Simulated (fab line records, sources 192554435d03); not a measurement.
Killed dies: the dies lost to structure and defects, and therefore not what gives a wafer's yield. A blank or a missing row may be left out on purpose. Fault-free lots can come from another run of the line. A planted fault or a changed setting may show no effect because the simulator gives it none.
fab line records	flow n5_finfet
record lots=7	wafers=39
route steps=1938 shown ZERO_LAYER@11 FIN_CUT@173 MOL_CONTACT_COAG@547 BEOL_M3@993 BEOL_M6@1260 BEOL_M9@1401 BEOL_M11@1536
start_h: start of the lot's first displayed wafer, in hours after the record's first day	wait_h: time in hours since the lot's previous step	" identical to the entry in the row above	L1.1+2: one row covering several wafers at once	- no value, or no start was given	* or withheld: withheld	< > ~ a bound
route shown NAME@n: a module of which the file shows steps, and the number in the route of the first	usual: the fault-free wafers' mean and standard deviation	same: alike in all rows	chamber/n: place in a boat	sites: each site's reading	_std_site: standard deviation of those values	_edge_site: the outer-site mean with the inner-site mean subtracted	radius_mm: how far each site lies from the wafer's centre	mask NAME#n: copy n	behind: the tool/chamber that last shaped the wafer	hold: reason for holding the lot/hours on hold/outcome of the hold	device: names the non-switching transistor (n, p or np)	end of line: the route-end tests of the same wafers	a step without rows: its recipe alone	killed: not the wafer's yield, but the dies lost to structure and defects at the first sort	map: a wafer's dies, marking killed ones x, the rest . and places with no die _
set.NAME: setting as actually run; set.NAME@STEP: the setting as run at that earlier step	model.NAME: the simulator's own value behind a step, which no gauge read
lots with deliberately changed settings; one table per step, one row per wafer
## steps
# step N5_ZERO_LAYER_DEVELOP_10
# recipe develop_time_s=60	rinse_liquid=diw	dry=air_spin	dev_temp_c=21
lot.wafer	tool	chamber	start_h	wait_h	set.develop_time_s
L074.1+4+6	litho_track-02	0	-	-	30.47
L074.2+3+5	"	0	"	"	60
L075.1+4+5	litho_track-03	0	-	-	60
L080.1+2+3	litho_track-03	0	-	-	24.3
L080.4+5+6	"	0	"	"	60
L084.1+5+6	litho_track-03	0	-	-	39.49
L084.2+3+4	"	0	"	"	60
L087.1+5+6	litho_track-02	0	-	-	60
L087.2+3+4	"	0	"	"	31.56
L088.1+2+5	litho_track-01	0	-	-	79.49
L088.3+4+6	"	0	"	"	60
L091.1+2+3+4+5+6	litho_track-02	0	-	-	60
# step N5_ZERO_LAYER_HARDBAKE_23
# recipe temp_c=130	time_s=120
# step N5_ZERO_LAYER_CD_MEAS_11
# recipe target_cd_nm=2000	landing_energy_ev=500	detector=se_inlens
# usual cd_nm=1998.6/2.5
lot.wafer	tool	chamber	start_h	wait_h	set.develop_time_s@ZERO_LAYER_DEVELOP_10	cd_nm
L074.1	cd_sem-03	0	12.77	-	30.47	1984.6
L074.2	"	0	"	"	60	2001.1
L074.3	"	0	"	"	60	2001.2
L074.4	"	0	"	"	30.47	1987.1
L074.5	"	0	"	"	60	1999.2
L074.6	"	0	"	"	30.47	1985.3
L075.1	cd_sem-02	0	18.64	-	60	2000.1
L075.4	"	0	"	"	60	2000.0
L075.5	"	0	"	"	60	2000.6
L080.1	cd_sem-03	0	48.77	-	24.3	1976.0
L080.2	"	0	"	"	24.3	1978.5
L080.3	"	0	"	"	24.3	1975.8
L080.4	"	0	"	"	60	1996.9
L080.5	"	0	"	"	60	1996.9
L080.6	"	0	"	"	60	1994.0
L084.1	cd_sem-03	0	72.67	-	39.49	1992.6
L084.2	"	0	"	"	60	1996.7
L084.3	"	0	"	"	60	1998.2
L084.4	"	0	"	"	60	1997.0
L084.5	"	0	"	"	39.49	1988.5
L084.6	"	0	"	"	39.49	1991.3
L087.1	cd_sem-03	0	90.64	-	60	1999.5
L087.2	"	0	"	"	31.56	1990.1
L087.3	"	0	"	"	31.56	1985.0
L087.4	"	0	"	"	31.56	1986.5
L087.5	"	0	"	"	60	1997.7
L087.6	"	0	"	"	60	2001.4
L088.1	cd_sem-01	0	96.77	-	79.49	2002.7
L088.2	"	0	"	"	79.49	2002.9
L088.3	"	0	"	"	60	1996.0
L088.4	"	0	"	"	60	1997.6
L088.5	"	0	"	"	79.49	2006.0
L088.6	"	0	"	"	60	1995.7
L091.1	cd_sem-02	0	114.64	-	60	1999.6
L091.2	"	0	"	"	60	1996.6
L091.3	"	0	"	"	60	2002.7
L091.4	"	0	"	"	60	1998.4
L091.5	"	0	"	"	60	2003.2
L091.6	"	0	"	"	60	2001.2
# step N5_ZERO_LAYER_DESCUM_16
# recipe chemistry=O2	time_s=7.9	source_power_w=50	bias_power_w=20	pressure_mtorr=20	rf_frequency_hz=2.712e+07	temp_c=40	o2_flow_sccm=225
lot.wafer	tool	chamber	start_h	wait_h	set.develop_time_s@ZERO_LAYER_DEVELOP_10	model.ZERO_LAYER.cd_nm
L074.1	rie_diel-04	3	13.01	0.2	30.47	1985
L074.2+3	"	0,1	"	"	60	2001
L074.4	"	2	"	"	30.47	1987
L074.5	"	2	"	"	60	1999
L074.6	"	3	"	"	30.47	1986
L075.1+4+5	rie_diel-02	2,1,0	18.68	0.0	60	2000
L080.1+3	rie_diel-04	2,3	48.81	0.0	24.3	1976
L080.2	"	0	"	"	24.3	1978
L080.4+5	"	1	"	"	60	1997
L080.6	"	2	"	"	60	1994
L084.1	rie_diel-02	0	72.71	0.0	39.49	1993
L084.2+4	"	2,3	"	"	60	1997
L084.3	"	1	"	"	60	1998
L084.5	"	0	"	"	39.49	1988
L084.6	"	3	"	"	39.49	1992
L087.1	rie_diel-02	0	90.68	0.0	60	2000
L087.2	"	3	"	"	31.56	1990
L087.3	"	1	"	"	31.56	1985
L087.4	"	2	"	"	31.56	1986
L087.5	"	2	"	"	60	1998
L087.6	"	1	"	"	60	2002
L088.1+2	rie_diel-02	0,3	96.81	0.0	79.49	2003
L088.3+6	"	1,3	"	"	60	1996
L088.4	"	2	"	"	60	1998
L088.5	"	0	"	"	79.49	2006
L091.1	rie_diel-02	3	114.68	0.0	60	2000
L091.2	"	2	"	"	60	1997
L091.3+5	"	1,2	"	"	60	2003
L091.4	"	0	"	"	60	1998
L091.6	"	1	"	"	60	2001
# step N5_FIN_CUT_CUT_ETCH_26
# recipe chemistry=CH3F/O2	target=SiNx	target_depth_a=390	mask_material=SOC	time_s=55.7	pressure_mtorr=30	source_w=395	bias_w=73	Ar_flow_sccm=150	CH3F_flow_sccm=30	O2_flow_sccm=20	ion_energy_ev=120
lot.wafer	tool	chamber	start_h	wait_h	set.time_s	model.etch.depth_nm	model.SOC_of_FIN_CUT_COAT_18.thk_nm
L074.1	rie_diel-06	3	27.78	0.0	86.84	61.24	202
L074.2	"	0	"	"	86.84	60.73	202
L074.3	"	1	"	"	86.84	58.36	203
L074.4	"	2	"	"	55.7	37.9	213.4
L074.5	"	0	"	"	55.7	38.7	211.8
L074.6	"	1	"	"	55.7	37.33	212.6
L075.1	rie_diel-04	0	33.47	0.0	55.7	37.71	212.8
L075.4	"	2	"	"	55.7	38.55	211.8
L075.5	"	2	"	"	55.7	37.97	212
L080.1	rie_diel-02	1	63.71	0.0	74.57	52.75	206
L080.2	"	0	"	"	55.7	38.9	211.8
L080.3	"	2	"	"	74.57	50.3	206.8
L080.4	"	3	"	"	55.7	39.69	211.6
L080.5	"	3	"	"	55.7	39.82	211.6
L080.6	"	2	"	"	74.57	50.1	206.2
L084.1	rie_diel-02	0	87.03	0.0	55.7	39.06	211.6
L084.2	"	1	"	"	55.7	39.44	211.8
L084.3	"	2	"	"	55.7	37.34	213.2
L084.4	"	3	"	"	55.7	40.09	211.4
L084.5	"	1	"	"	55.7	39.82	211.4
L084.6	"	2	"	"	55.7	37.72	212.6
L087.1	rie_diel-04	1	110.34	0.0	55.7	38.97	212.2
L087.2	"	0	"	"	55.7	37.9	211.6
L087.3	"	3	"	"	55.7	37.97	211
L087.4	"	1	"	"	55.7	38.93	211
L087.5	"	0	"	"	55.7	37.54	211.2
L087.6	"	3	"	"	55.7	37.97	210.6
L088.1	rie_diel-04	3	112.88	0.0	29.33	20.06	221.2
L088.2	"	1	"	"	55.7	38.44	212.4
L088.3	"	0	"	"	55.7	37.88	212.4
L088.4	"	2	"	"	55.7	37.82	213.2
L088.5	"	1	"	"	29.33	20.34	221.4
L088.6	"	0	"	"	29.33	19.82	221.2
L091.1	rie_diel-02	2	129.23	0.0	24.02	16.4	222
L091.2	"	3	"	"	24.02	17.15	221.6
L091.3	"	1	"	"	55.7	39.95	210.6
L091.4	"	0	"	"	24.02	17	222
L091.5	"	3	"	"	55.7	39.89	210.4
L091.6	"	2	"	"	55.7	37.77	211.4
# step N5_MOL_CONTACT_COAG_SPUTTER_143
# recipe material=Co	target_thk_a=25	temp_c=25	chamber_pressure_pa=0.2
lot.wafer	tool	chamber	start_h	wait_h	set.target_thk_a	model.Co_of_MOL_CONTACT_COAG_SPUTTER_143.thk_nm
L074.1+2+5	pvd_sputter-03	-	89.56	0.0	18.29	2
L074.3	"	-	"	"	25	2.6
L074.4+6	"	-	"	"	25	2.4
L075.1+5	pvd_sputter-01	-	103.61	0.0	25	2.4
L075.4	"	-	"	"	25	2.6
L080.1	pvd_sputter-03	-	129.56	0.0	25	2.8
L080.2+3	"	-	"	"	17.73	2
L080.4	"	-	"	"	17.73	1.8
L080.5	"	-	"	"	25	2.4
L080.6	"	-	"	"	25	2.6
L084.1+5	pvd_sputter-02	-	150.28	0.0	25	2.4
L084.2+6	"	-	"	"	39.79	4.2
L084.3	"	-	"	"	25	2.6
L084.4	"	-	"	"	39.79	3.8
L087.1+4+6	pvd_sputter-03	-	175.95	0.0	25	2.4
L087.2	"	-	"	"	37.37	3.8
L087.3+5	"	-	"	"	37.37	3.6
L088.1	pvd_sputter-01	-	182.76	0.0	25	2.6
L088.2+5+6	"	-	"	"	17.52	1.6
L088.3+4	"	-	"	"	25	2.4
L091.1+6	pvd_sputter-02	-	193.98	0.0	34.33	3.2
L091.2	"	-	"	"	25	2.4
L091.3	"	-	"	"	34.33	3.4
L091.4+5	"	-	"	"	25	2.2
# step N5_BEOL_M3_CVD_47
# recipe material=Co	target_thk_a=30	temp_c=withheld	precursor=CCTBA/H2	pressure_torr=30	time_s=223.8
lot.wafer	tool	chamber	start_h	wait_h	set.target_thk_a	model.Co_of_BEOL_M3_CVD_47.thk_nm
L074.1+3+5	cvd_co-01	1,0,2	166.29	0.3	30	2.8
L074.2	"	2	"	"	19.63	1.8
L074.4+6	"	1,0	"	"	19.63	2
L075.1+5	cvd_co-01	1	170.28	0.0	30	3
L075.4	"	2	"	"	30	2.8
L080.1+2+6	cvd_co-01	1,0,0	183.89	0.0	30	3
L080.3+4	"	2	"	"	21.2	2
L080.5	"	1	"	"	21.2	2.2
L084.1	cvd_co-01	0	218.87	0.3	30	3
L084.2+4	"	1	"	"	30	2.8
L084.3	"	2	"	"	45.32	4.2
L084.5+6	"	2,0	"	"	45.32	4.4
L087.1	cvd_co-01	0	234.07	0.1	30	3.2
L087.2+3+4	"	2,1,1	"	"	34.68	3.4
L087.5	"	0	"	"	30	3
L087.6	"	2	"	"	30	2.8
L088.1+2+6	cvd_co-02	0,2,0	239.93	0.2	30	2.8
L088.3+5	"	1	"	"	30	3.2
L088.4	"	2	"	"	30	3
L091.1+4+6	cvd_co-01	2,2,1	252.03	0.1	30	3
L091.2+5	"	0	"	"	30	3.2
L091.3	"	1	"	"	30	2.8
# step N5_BEOL_M6_DEP_56
# recipe material=SiCN	target_thk_a=100	temp_c=withheld	precursor=3MS/NH3	pressure_torr=3	rf_w=202	time_s=17.5
lot.wafer	tool	chamber	start_h	wait_h	set.time_s	model.SiCN_of_BEOL_M6_DEP_56.thk_nm
L074.1+6	pecvd-03	0,1	202.28	0.0	17.5	10
L074.2+3	"	1,2	"	"	26.34	14.8
L074.4	"	0	"	"	17.5	10.2
L074.5	"	2	"	"	26.34	15
L075.1	pecvd-04	1	204.35	0.0	17.5	10
L075.4+5	"	1,0	"	"	17.5	10.2
L080.1+5	pecvd-02	0,1	226.57	0.0	17.5	9.8
L080.2	"	1	"	"	17.5	9.6
L080.3	"	2	"	"	21.71	12
L080.4	"	2	"	"	21.71	12.2
L080.6	"	0	"	"	21.71	12.6
L084.1+2+5	pecvd-04	0,2,1	254.03	0.0	11.02	6.2
L084.3	"	1	"	"	17.5	9.8
L084.4+6	"	2,0	"	"	17.5	10
L087.1	pecvd-02	1	278.87	0.0	17.5	9.8
L087.2	"	0	"	"	7.43	4.2
L087.3	"	2	"	"	7.43	4.4
L087.4+5	"	1,0	"	"	17.5	10.2
L087.6	"	2	"	"	7.43	4.6
L088.1	pecvd-04	1	280.16	0.0	17.5	9.6
L088.2+5	"	0,2	"	"	17.5	10
L088.3+4+6	"	2,0,1	"	"	17.5	9.8
L091.1+3+4+5+6	pecvd-04	2,0,2,1,0	287.52	0.0	17.5	10
L091.2	"	1	"	"	17.5	9.8
# step N5_BEOL_M9_ILD_DEP_00
# recipe material=SiCOH_lowk	target_thk_a=3085.1	temp_c=300	precursor=DEMS/porogen	pressure_torr=5	rf_w=500	time_s=58
lot.wafer	tool	chamber	start_h	wait_h	set.target_thk_a	model.SiCOH_lowk_of_BEOL_M9_ILD_DEP_00.thk_nm
L074.1	pecvd-04	2	222.07	0.0	1927	189
L074.2	"	1	"	"	3085.1	309.2
L074.3	"	0	"	"	1927	196.8
L074.4	"	1	"	"	1927	200.4
L074.5	"	2	"	"	3085.1	313.4
L074.6	"	0	"	"	3085.1	315
L075.1	pecvd-01	1	223.82	0.0	3085.1	301
L075.4	"	1	"	"	3085.1	306.4
L075.5	"	1	"	"	3085.1	306.2
L080.1	pecvd-01	0	248.23	0.0	3085.1	302.6
L080.2	"	1	"	"	3085.1	296.6
L080.3	"	2	"	"	3085.1	299.6
L080.4	"	1	"	"	3085.1	302.2
L080.5	"	0	"	"	3085.1	303.2
L080.6	"	2	"	"	3085.1	305.2
L084.1	pecvd-04	2	275.17	0.0	4252	420.8
L084.2	"	0	"	"	3085.1	304.8
L084.3	"	1	"	"	4252	424
L084.4	"	0	"	"	3085.1	315.6
L084.5	"	2	"	"	3085.1	308.4
L084.6	"	1	"	"	4252	426.2
L087.1+4	pecvd-01	2,0	297.76	0.0	3085.1	303.8
L087.2	"	1	"	"	3085.1	303.6
L087.3	"	0	"	"	3085.1	300
L087.5	"	2	"	"	3085.1	306.4
L087.6	"	1	"	"	3085.1	302.4
L088.1	pecvd-01	0	298.50	0.0	3085.1	302.2
L088.2	"	2	"	"	1589	158.6
L088.3	"	1	"	"	3085.1	304.6
L088.4	"	1	"	"	1589	156.4
L088.5	"	2	"	"	1589	155
L088.6	"	0	"	"	3085.1	307.2
L091.1	pecvd-04	2	309.93	0.0	3085.1	306
L091.2	"	0	"	"	2120	214
L091.3	"	1	"	"	2120	211.2
L091.4	"	1	"	"	3085.1	307.8
L091.5	"	2	"	"	2120	213
L091.6	"	0	"	"	3085.1	313.8
# step N5_BEOL_M9_CURE_71
# recipe temp_c=385	time_s=240	ambient=He/Ar	material=SiCOH_lowk
lot.wafer	tool	chamber	start_h	wait_h	set.target_thk_a@BEOL_M9_ILD_DEP_00	model.SiCOH_lowk_of_BEOL_M9_ILD_DEP_00.thk_nm
L074.1	uv_cure-01	1	222.19	0.1	1927	163
L074.2	"	1	"	"	3085.1	268.6
L074.3	"	1	"	"	1927	169.8
L074.4	"	1	"	"	1927	173
L074.5	"	1	"	"	3085.1	272.2
L074.6	"	1	"	"	3085.1	273.8
L075.1	uv_cure-03	0	223.92	0.1	3085.1	261.2
L075.4+5	"	0	"	"	3085.1	266
L080.1	uv_cure-03	2	248.31	0.0	3085.1	262.6
L080.2	"	2	"	"	3085.1	257.6
L080.3	"	2	"	"	3085.1	260.2
L080.4	"	2	"	"	3085.1	262.4
L080.5	"	2	"	"	3085.1	263.2
L080.6	"	2	"	"	3085.1	265
L084.1	uv_cure-01	2	275.57	0.4	4252	367.8
L084.2	"	2	"	"	3085.1	264.8
L084.3	"	2	"	"	4252	370.8
L084.4	"	2	"	"	3085.1	274.4
L084.5	"	2	"	"	3085.1	267.8
L084.6	"	2	"	"	4252	372.8
L087.1+4	uv_cure-03	0	297.84	0.0	3085.1	263.8
L087.2	"	0	"	"	3085.1	263.6
L087.3	"	0	"	"	3085.1	260.6
L087.5	"	0	"	"	3085.1	266.2
L087.6	"	0	"	"	3085.1	262.6
L088.1	uv_cure-03	0	298.58	0.0	3085.1	262.4
L088.2	"	0	"	"	1589	136.6
L088.3	"	0	"	"	3085.1	264.6
L088.4	"	0	"	"	1589	134.6
L088.5	"	0	"	"	1589	133.4
L088.6	"	0	"	"	3085.1	266.8
L091.1	uv_cure-01	1	310.01	0.0	3085.1	265.8
L091.2	"	1	"	"	2120	185
L091.3	"	1	"	"	2120	182.4
L091.4	"	1	"	"	3085.1	267.4
L091.5	"	1	"	"	2120	184
L091.6	"	1	"	"	3085.1	272.8
# step N5_BEOL_M9_THK_MEAS_01
# recipe reads=SiCOH_lowk_of_BEOL_M9_ILD_DEP_00
# usual M9_ILD_THK=267/3.7
lot.wafer	tool	chamber	start_h	wait_h	set.target_thk_a@BEOL_M9_ILD_DEP_00	M9_ILD_THK[nm]
L074.1	film_metro-02	-	223.18	0.8	1927	163
L074.2	"	-	"	"	3085.1	269
L074.3	"	-	"	"	1927	170
L074.4	"	-	"	"	1927	173
L074.5	"	-	"	"	3085.1	272
L074.6	"	-	"	"	3085.1	274
L075.1	film_metro-02	-	224.43	0.4	3085.1	261
L075.4	"	-	"	"	3085.1	266
L075.5	"	-	"	"	3085.1	266
L080.1	film_metro-02	-	248.82	0.4	3085.1	263
L080.2	"	-	"	"	3085.1	258
L080.3	"	-	"	"	3085.1	260
L080.4	"	-	"	"	3085.1	263
L080.5	"	-	"	"	3085.1	263
L080.6	"	-	"	"	3085.1	265
L084.1	film_metro-02	-	276.08	0.4	4252	368
L084.2	"	-	"	"	3085.1	265
L084.3	"	-	"	"	4252	371
L084.4	"	-	"	"	3085.1	274
L084.5	"	-	"	"	3085.1	268
L084.6	"	-	"	"	4252	373
L087.1	film_metro-01	-	298.35	0.4	3085.1	264
L087.2	"	-	"	"	3085.1	264
L087.3	"	-	"	"	3085.1	261
L087.4	"	-	"	"	3085.1	264
L087.5	"	-	"	"	3085.1	266
L087.6	"	-	"	"	3085.1	263
L088.1	film_metro-02	-	299.09	0.4	3085.1	263
L088.2	"	-	"	"	1589	137
L088.3	"	-	"	"	3085.1	265
L088.4	"	-	"	"	1589	135
L088.5	"	-	"	"	1589	133
L088.6	"	-	"	"	3085.1	267
L091.1	film_metro-01	-	310.52	0.4	3085.1	266
L091.2	"	-	"	"	2120	185
L091.3	"	-	"	"	2120	183
L091.4	"	-	"	"	3085.1	267
L091.5	"	-	"	"	2120	184
L091.6	"	-	"	"	3085.1	273
# step N5_BEOL_M11_ILD_DEP_00
# recipe material=SiCOH_lowk	target_thk_a=3085.1	temp_c=300	precursor=DEMS/porogen	pressure_torr=5	rf_w=500	time_s=58
lot.wafer	tool	chamber	start_h	wait_h	set.time_s	model.SiCOH_lowk_of_BEOL_M11_ILD_DEP_00.thk_nm
L074.1	pecvd-04	1	240.76	0.0	58	308.6
L074.2	"	0	"	"	58	304.4
L074.3	"	2	"	"	58	306.6
L074.4	"	0	"	"	58	306.4
L074.5	"	2	"	"	58	311.4
L074.6	"	1	"	"	58	313
L075.1	pecvd-02	1	245.15	0.0	58	310
L075.4	"	0	"	"	58	316.8
L075.5	"	1	"	"	58	313.6
L080.1	pecvd-02	2	266.18	0.0	31.32	172
L080.2	"	1	"	"	58	310.2
L080.3	"	0	"	"	31.32	176.2
L080.4	"	2	"	"	58	314.2
L080.5	"	1	"	"	58	312.6
L080.6	"	0	"	"	31.32	175.6
L084.1	pecvd-02	2	294.97	0.0	44.03	241.8
L084.2	"	0	"	"	58	313
L084.3	"	1	"	"	58	308.6
L084.4	"	0	"	"	44.03	242.8
L084.5	"	2	"	"	44.03	246.4
L084.6	"	1	"	"	58	314.8
L087.1	pecvd-04	2	318.28	0.0	58	305.2
L087.2	"	0	"	"	39.61	211.8
L087.3	"	1	"	"	58	313
L087.4	"	0	"	"	39.61	216
L087.5	"	1	"	"	58	315.8
L087.6	"	2	"	"	39.61	215.6
L088.1	pecvd-04	1	318.52	0.0	78.18	416
L088.2	"	2	"	"	78.18	411.6
L088.3	"	0	"	"	58	307.8
L088.4	"	0	"	"	58	310.2
L088.5	"	2	"	"	58	313.6
L088.6	"	1	"	"	78.18	419.4
L091.1	pecvd-02	0	327.74	0.0	58	315.2
L091.2	"	1	"	"	58	312.4
L091.3	"	2	"	"	41.15	228.2
L091.4	"	2	"	"	41.15	231.4
L091.5	"	0	"	"	41.15	226
L091.6	"	1	"	"	58	316.4
# step N5_BEOL_M11_CURE_71
# recipe temp_c=385	time_s=240	ambient=He/Ar	material=SiCOH_lowk
lot.wafer	tool	chamber	start_h	wait_h	set.time_s@BEOL_M11_ILD_DEP_00	model.SiCOH_lowk_of_BEOL_M11_ILD_DEP_00.thk_nm
L074.1	uv_cure-03	0	240.83	0.0	58	268.2
L074.2	"	0	"	"	58	264.4
L074.3	"	0	"	"	58	266.4
L074.4	"	0	"	"	58	266.2
L074.5	"	0	"	"	58	270.6
L074.6	"	0	"	"	58	271.8
L075.1	uv_cure-01	1	245.23	0.0	58	269.2
L075.4	"	1	"	"	58	275.4
L075.5	"	1	"	"	58	272.6
L080.1	uv_cure-02	0	266.27	0.1	31.32	148.4
L080.2	"	0	"	"	58	269.6
L080.3	"	0	"	"	31.32	151.8
L080.4	"	0	"	"	58	273.2
L080.5	"	0	"	"	58	271.6
L080.6	"	0	"	"	31.32	151.4
L084.1	uv_cure-01	0	295.05	0.0	44.03	209.2
L084.2	"	0	"	"	58	272
L084.3	"	0	"	"	58	268.2
L084.4	"	0	"	"	44.03	210.2
L084.5	"	0	"	"	44.03	213.2
L084.6	"	0	"	"	58	273.6
L087.1	uv_cure-01	1	318.45	0.1	58	265
L087.2	"	1	"	"	39.61	183
L087.3	"	1	"	"	58	272
L087.4	"	1	"	"	39.61	186.6
L087.5	"	1	"	"	58	274.6
L087.6	"	1	"	"	39.61	186.2
L088.1	uv_cure-03	1	318.60	0.0	78.18	363.6
L088.2	"	1	"	"	78.18	359.6
L088.3	"	1	"	"	58	267.4
L088.4	"	1	"	"	58	269.4
L088.5	"	1	"	"	58	272.6
L088.6	"	1	"	"	78.18	366.6
L091.1	uv_cure-03	2	327.82	0.0	58	273.8
L091.2	"	2	"	"	58	271.6
L091.3	"	2	"	"	41.15	197.2
L091.4	"	2	"	"	41.15	200.2
L091.5	"	2	"	"	41.15	195.4
L091.6	"	2	"	"	58	275
# step N5_BEOL_M11_THK_MEAS_01
# recipe reads=SiCOH_lowk_of_BEOL_M11_ILD_DEP_00
# usual M11_ILD_THK=270/3.6
lot.wafer	tool	chamber	start_h	wait_h	set.time_s@BEOL_M11_ILD_DEP_00	M11_ILD_THK[nm]
L074.1	film_metro-02	-	241.84	0.8	58	268
L074.2	"	-	"	"	58	265
L074.3	"	-	"	"	58	267
L074.4	"	-	"	"	58	266
L074.5	"	-	"	"	58	271
L074.6	"	-	"	"	58	272
L075.1	film_metro-02	-	246.23	0.8	58	269
L075.4	"	-	"	"	58	275
L075.5	"	-	"	"	58	273
L080.1	film_metro-01	-	266.78	0.4	31.32	148
L080.2	"	-	"	"	58	270
L080.3	"	-	"	"	31.32	152
L080.4	"	-	"	"	58	273
L080.5	"	-	"	"	58	272
L080.6	"	-	"	"	31.32	151
L084.1	film_metro-01	-	295.56	0.4	44.03	209
L084.2	"	-	"	"	58	272
L084.3	"	-	"	"	58	268
L084.4	"	-	"	"	44.03	210
L084.5	"	-	"	"	44.03	213
L084.6	"	-	"	"	58	273
L087.1	film_metro-01	-	318.96	0.4	58	265
L087.2	"	-	"	"	39.61	183
L087.3	"	-	"	"	58	272
L087.4	"	-	"	"	39.61	187
L087.5	"	-	"	"	58	274
L087.6	"	-	"	"	39.61	186
L088.1	film_metro-02	-	319.59	0.8	78.18	364
L088.2	"	-	"	"	78.18	360
L088.3	"	-	"	"	58	267
L088.4	"	-	"	"	58	270
L088.5	"	-	"	"	58	272
L088.6	"	-	"	"	78.18	367
L091.1	film_metro-01	-	328.33	0.4	58	274
L091.2	"	-	"	"	58	271
L091.3	"	-	"	"	41.15	197
L091.4	"	-	"	"	41.15	200
L091.5	"	-	"	"	41.15	195
L091.6	"	-	"	"	58	275
## key
split step=N5_ZERO_LAYER_DEVELOP_10	setting=develop_time_s	stated=60	by=wafer
response step=N5_ZERO_LAYER_CD_MEAS_11	reading=cd_nm	change=+0.28	per=1%	r=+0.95
response step=N5_ZERO_LAYER_DESCUM_16	reading=model.ZERO_LAYER.cd_nm	change=+0.28	per=1%	r=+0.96
split step=N5_FIN_CUT_CUT_ETCH_26	setting=time_s	stated=55.7	by=wafer
response step=N5_FIN_CUT_CUT_ETCH_26	reading=model.etch.depth_nm	change=+0.385	per=1%	r=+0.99
response step=N5_FIN_CUT_CUT_ETCH_26	reading=model.SOC_of_FIN_CUT_COAT_18.thk_nm	change=-0.184	per=1%	r=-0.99
split step=N5_MOL_CONTACT_COAG_SPUTTER_143	setting=target_thk_a	stated=25	by=wafer
response step=N5_MOL_CONTACT_COAG_SPUTTER_143	reading=model.Co_of_MOL_CONTACT_COAG_SPUTTER_143.thk_nm	change=+0.0258	per=1%	r=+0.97
split step=N5_BEOL_M3_CVD_47	setting=target_thk_a	stated=30	by=wafer
response step=N5_BEOL_M3_CVD_47	reading=model.Co_of_BEOL_M3_CVD_47.thk_nm	change=+0.0282	per=1%	r=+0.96
split step=N5_BEOL_M6_DEP_56	setting=time_s	stated=17.5	by=wafer
response step=N5_BEOL_M6_DEP_56	reading=model.SiCN_of_BEOL_M6_DEP_56.thk_nm	change=+0.0983	per=1%	r=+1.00
split step=N5_BEOL_M9_ILD_DEP_00	setting=target_thk_a	stated=3085.1	by=wafer
response step=N5_BEOL_M9_ILD_DEP_00	reading=model.SiCOH_lowk_of_BEOL_M9_ILD_DEP_00.thk_nm	change=+3.06	per=1%	r=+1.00
response step=N5_BEOL_M9_CURE_71	reading=model.SiCOH_lowk_of_BEOL_M9_ILD_DEP_00.thk_nm	change=+2.7	per=1%	r=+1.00
response step=N5_BEOL_M9_THK_MEAS_01	reading=M9_ILD_THK	change=+2.7	per=1%	r=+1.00
split step=N5_BEOL_M11_ILD_DEP_00	setting=time_s	stated=58	by=wafer
response step=N5_BEOL_M11_ILD_DEP_00	reading=model.SiCOH_lowk_of_BEOL_M11_ILD_DEP_00.thk_nm	change=+2.99	per=1%	r=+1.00
response step=N5_BEOL_M11_CURE_71	reading=model.SiCOH_lowk_of_BEOL_M11_ILD_DEP_00.thk_nm	change=+2.64	per=1%	r=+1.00
response step=N5_BEOL_M11_THK_MEAS_01	reading=M11_ILD_THK	change=+2.64	per=1%	r=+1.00
